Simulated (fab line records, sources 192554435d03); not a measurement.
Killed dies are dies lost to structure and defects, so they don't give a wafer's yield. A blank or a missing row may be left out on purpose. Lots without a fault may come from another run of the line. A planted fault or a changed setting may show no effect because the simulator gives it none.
Split-lot experiment | flow n5_finfet | 7 lots, 21 wafers read, on a route of 1938 steps

THE SPLIT
At N5_BEOL_M5_VIA_ETCH_34 (etches SiCOH lowk in C4F6/O2, target depth 88.3 nm, time 39.2 s), the setting source_w was moved away from the recipe's 345 W on 8 of the 21 wafers read, by -9.7% to +13.9%. The other wafers ran this setting at the recipe's value.

The reading is taken at the split's own step.

THE READING
rf_vpp_V, in V, at N5_BEOL_M5_VIA_ETCH_34 (etches SiCOH lowk in C4F6/O2, target depth 88.3 nm, time 39.2 s). Fault-free wafers of this fab line usually give 672 V, standard deviation 15 V.

wafer  | tool, chamber at the split | source_w as run, W | against the recipe | rf_vpp_V, V | against lot-mates on the recipe
L075.1 | rie_diel-04, 1             | 345                | recipe             | 684         | -
L075.5 | rie_diel-04, 3             | 345                | recipe             | 678         | -
L075.6 | rie_diel-04, 2             | 345                | recipe             | 701         | -
L076.1 | rie_diel-01, 0             | 345                | recipe             | 654         | -
L076.3 | rie_diel-01, 3             | 345                | recipe             | 673         | -
L076.6 | rie_diel-01, 3             | 389.6              | +12.9%             | 632         | -32
L078.4 | rie_diel-01, 2             | 345                | recipe             | 661         | -
L078.5 | rie_diel-01, 1             | 391.6              | +13.5%             | 607         | -54
L078.6 | rie_diel-01, 0             | 391.6              | +13.5%             | 613         | -48
L081.2 | rie_diel-03, 0             | 345                | recipe             | 673         | -
L081.4 | rie_diel-03, 2             | 345                | recipe             | 682         | -
L081.5 | rie_diel-03, 2             | 345                | recipe             | 681         | -
L085.1 | rie_diel-04, 1             | 312.4              | -9.4%              | 718         | +36
L085.3 | rie_diel-04, 2             | 312.4              | -9.4%              | 737         | +55
L085.5 | rie_diel-04, 1             | 345                | recipe             | 682         | -
L090.1 | rie_diel-01, 2             | 393.1              | +13.9%             | 619         | -55
L090.4 | rie_diel-01, 3             | 345                | recipe             | 674         | -
L090.5 | rie_diel-01, 3             | 393.1              | +13.9%             | 629         | -45
L095.1 | rie_diel-03, 0             | 345                | recipe             | 671         | -
L095.2 | rie_diel-03, 3             | 345                | recipe             | 684         | -
L095.3 | rie_diel-03, 2             | 311.7              | -9.7%              | 730         | +52

THE FIT
A straight line over all 21 wafers: rf_vpp_V changes by -4.54 V for each +1% of source_w; r = -0.95; the points scatter about the line by 11 V.
The same after taking each lot's own level away (the mean of its wafers on the recipe; 21 wafers): -3.91 V for each +1%; r = -0.96; scatter 8.7 V.
On that fit, the largest move of source_w shifts the reading by 55 V.
The lots' own levels span 661.0 to 687.7 V, that is 1.8 times the standard deviation above.
So the lot-to-lot level changes the slope: the two fits differ.
Check: with one of the wafers moved furthest among these (+13.9%) left out of the fit, the line predicts -50.8 V for it against its lot-mates. It came out at -55 V against them.
Tool readings at the split's step, against how far the setting was moved: rf_vpp_V r = -0.95.

OTHER SPLITS ON THESE WAFERS
These wafers also went through other splits before the reading. Each is held against what the fit with the lots' levels taken away leaves over:
other split on the same wafers   | wafers away from the commonest value | r with rf_vpp_V (lot level and that fit taken away)
N5_BEOL_M4_TRENCH_ETCH_37 time_s | 3                                    | +0.01

THE FILE'S OWN FIT
rf_vpp_V changes by -3.75 V for each +1% of source_w, r = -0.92.
